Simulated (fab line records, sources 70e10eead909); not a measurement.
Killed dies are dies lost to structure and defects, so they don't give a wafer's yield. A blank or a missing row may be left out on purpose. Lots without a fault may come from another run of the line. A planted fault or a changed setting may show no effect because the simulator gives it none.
Tool commonality check | flow nand_harc | 14 lots, 42 wafers sampled

WHY IT WAS OPENED
At NHARC_END_WLT_00 the reading VT_DECK1_BOTTOM is flagged on 2 of 14 lots. Wafers without a fault read 0.874, standard deviation 0.0087.
Rule: a lot is flagged when every wafer of it that has a number lies more than 4 standard deviations from that mean, or none has a number. The other lots count as sound.

lot  | measured     | on        | VT_DECK1_BOTTOM, wafer by wafer | flag
L800 | day 25 03:04 | prober-01 | 0.869 0.885 0.873               |
L801 | day 25 14:37 | prober-02 | 0.881 0.880 0.881               |
L802 | day 25 18:09 | prober-01 | 0.862 0.876 0.872               |
L803 | day 26 10:49 | prober-02 | 0.873 0.880 0.872               |
L804 | day 27 02:21 | prober-01 | 0.882 0.871 0.864               |
L808 | day 28 17:02 | prober-02 | 0.867 0.858 0.881               |
L809 | day 29 00:44 | prober-02 | 0.878 0.866 0.865               |
L814 | day 31 09:35 | prober-01 | 0.957 0.943 0.942               | FLAGGED
L813 | day 31 10:35 | prober-02 | 0.947 0.950 0.956               | FLAGGED
L816 | day 32 05:07 | prober-01 | 0.902 0.894 0.892               |
L815 | day 32 11:59 | prober-01 | 0.874 0.878 0.877               |
L817 | day 33 00:34 | prober-02 | 0.876 0.876 0.888               |
L818 | day 33 08:23 | prober-01 | 0.876 0.883 0.874               |
L820 | day 34 01:38 | prober-01 | 0.868 0.867 0.862               |
The numbers of the flagged lots are 0.949 on average: +0.075 against the usual, or +9 standard deviations.

WHICH TOOL RAN EACH LOT
The record holds 3 process steps before the reading, out of a route of 1302 steps. In each cell: the tool, then ch and the chambers that the sampled wafers went through, then the start.
lot  | flag    | NHARC_A_CHANNEL_FILL_D1_CVD_18   | NHARC_THIN_TSV_DEP_47           | NHARC_THIN_TSV_PRE_CLEAN_50
L800 |         | lpcvd_poly-01 ch 0, day 11 03:28 | pecvd-04 ch 0,1,2, day 24 13:44 | pvd_sputter-01, day 25 03:04 or earlier
L801 |         | lpcvd_poly-04 ch 0, day 11 10:18 | pecvd-01 ch 0,1,2, day 25 01:15 | pvd_sputter-03, day 25 14:37 or earlier
L802 |         | lpcvd_poly-04 ch 0, day 11 10:18 | pecvd-01 ch 0,1,2, day 25 02:17 | pvd_sputter-03, day 25 18:09 or earlier
L803 |         | lpcvd_poly-02 ch 0, day 12 02:55 | pecvd-04 ch 0,1,2, day 25 21:35 | pvd_sputter-03, day 26 10:49 or earlier
L804 |         | lpcvd_poly-04 ch 0, day 12 20:35 | pecvd-04 ch 0,1,2, day 26 14:25 | pvd_sputter-01, day 27 02:21 or earlier
L808 |         | lpcvd_poly-01 ch 0, day 14 10:17 | pecvd-01 ch 0,1,2, day 28 06:50 | pvd_sputter-03, day 28 17:02 or earlier
L809 |         | lpcvd_poly-02 ch 0, day 14 19:42 | pecvd-02 ch 0,1,2, day 28 13:53 | pvd_sputter-01, day 29 00:44 or earlier
L814 | FLAGGED | lpcvd_poly-02 ch 0, day 16 14:44 | pecvd-01 ch 1,2, day 30 21:43   | pvd_sputter-01, day 31 09:35 or earlier
L813 | FLAGGED | lpcvd_poly-02 ch 0, day 16 14:44 | pecvd-04 ch 0,1,2, day 30 22:59 | pvd_sputter-02, day 31 10:35 or earlier
L816 |         | lpcvd_poly-04 ch 0, day 17 18:15 | pecvd-01 ch 0,2, day 31 17:45   | pvd_sputter-03, day 32 05:07 or earlier
L815 |         | lpcvd_poly-01 ch 0, day 17 04:11 | pecvd-02 ch 0,1,2, day 31 18:55 | pvd_sputter-02, day 32 11:59 or earlier
L817 |         | lpcvd_poly-04 ch 0, day 18 06:34 | pecvd-01 ch 0,1, day 32 14:05   | pvd_sputter-03, day 33 00:34 or earlier
L818 |         | lpcvd_poly-04 ch 0, day 18 15:37 | pecvd-01 ch 0,1,2, day 32 20:40 | pvd_sputter-03, day 33 08:23 or earlier
L820 |         | lpcvd_poly-01 ch 0, day 19 06:08 | pecvd-02 ch 0,2, day 33 15:39   | pvd_sputter-03, day 34 01:38 or earlier
What these steps do:
- NHARC_A_CHANNEL_FILL_D1_CVD_18: deposits poly-Si, target thk 3 nm.
- NHARC_THIN_TSV_DEP_47: deposits SiO2, target thk 200 nm.
- NHARC_THIN_TSV_PRE_CLEAN_50: time 30 s.
- NHARC_END_WLT_00

FLAGGED OVER TOTAL, TOOL BY TOOL (the gauges that took the reading come last)
step                           | tool           | lots run | flagged | share of the flagged lots | sound lots run after its first flagged lot
NHARC_A_CHANNEL_FILL_D1_CVD_18 | lpcvd_poly-01  | 4        | 0       | none                      | -
NHARC_A_CHANNEL_FILL_D1_CVD_18 | lpcvd_poly-02  | 4        | 2       | all                       | 0
NHARC_A_CHANNEL_FILL_D1_CVD_18 | lpcvd_poly-04  | 6        | 0       | none                      | -
NHARC_THIN_TSV_DEP_47          | pecvd-01       | 7        | 1       | some                      | 3 (L816,L817,L818)
NHARC_THIN_TSV_DEP_47          | pecvd-02       | 3        | 0       | none                      | -
NHARC_THIN_TSV_DEP_47          | pecvd-04       | 4        | 1       | some                      | 0
NHARC_THIN_TSV_PRE_CLEAN_50    | pvd_sputter-01 | 4        | 1       | some                      | 0
NHARC_THIN_TSV_PRE_CLEAN_50    | pvd_sputter-02 | 2        | 1       | some                      | 1 (L815)
NHARC_THIN_TSV_PRE_CLEAN_50    | pvd_sputter-03 | 8        | 0       | none                      | -
NHARC_END_WLT_00               | prober-01      | 8        | 1       | some                      | 4 (L816,L815,L818,L820)
NHARC_END_WLT_00               | prober-02      | 6        | 1       | some                      | 1 (L817)
NHARC_THIN_TSV_PRE_CLEAN_50 gives no start for some lots, so the hours and the order of its lots are those of NHARC_END_WLT_00.

WHAT THE TABLE ALLOWS
1 row of the table ran every flagged lot: lpcvd_poly-02 at NHARC_A_CHANNEL_FILL_D1_CVD_18.
- lpcvd_poly-02 at NHARC_A_CHANNEL_FILL_D1_CVD_18: 2 of its 4 lots flagged. Its last sound lot is L809 (day 14 19:42), its first flagged lot L813 (day 16 14:44): a fault that began between those two fits.
One tool is left: lpcvd_poly-02 at NHARC_A_CHANNEL_FILL_D1_CVD_18.

WHAT THE SIMULATOR HAD PUT IN
Process parameter drift: lpcvd_poly-02, from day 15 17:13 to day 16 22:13, at NHARC_A_CHANNEL_FILL_D1_CVD_18. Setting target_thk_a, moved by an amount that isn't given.
Lots struck among those shown: L814, L813. The rule above found the same.
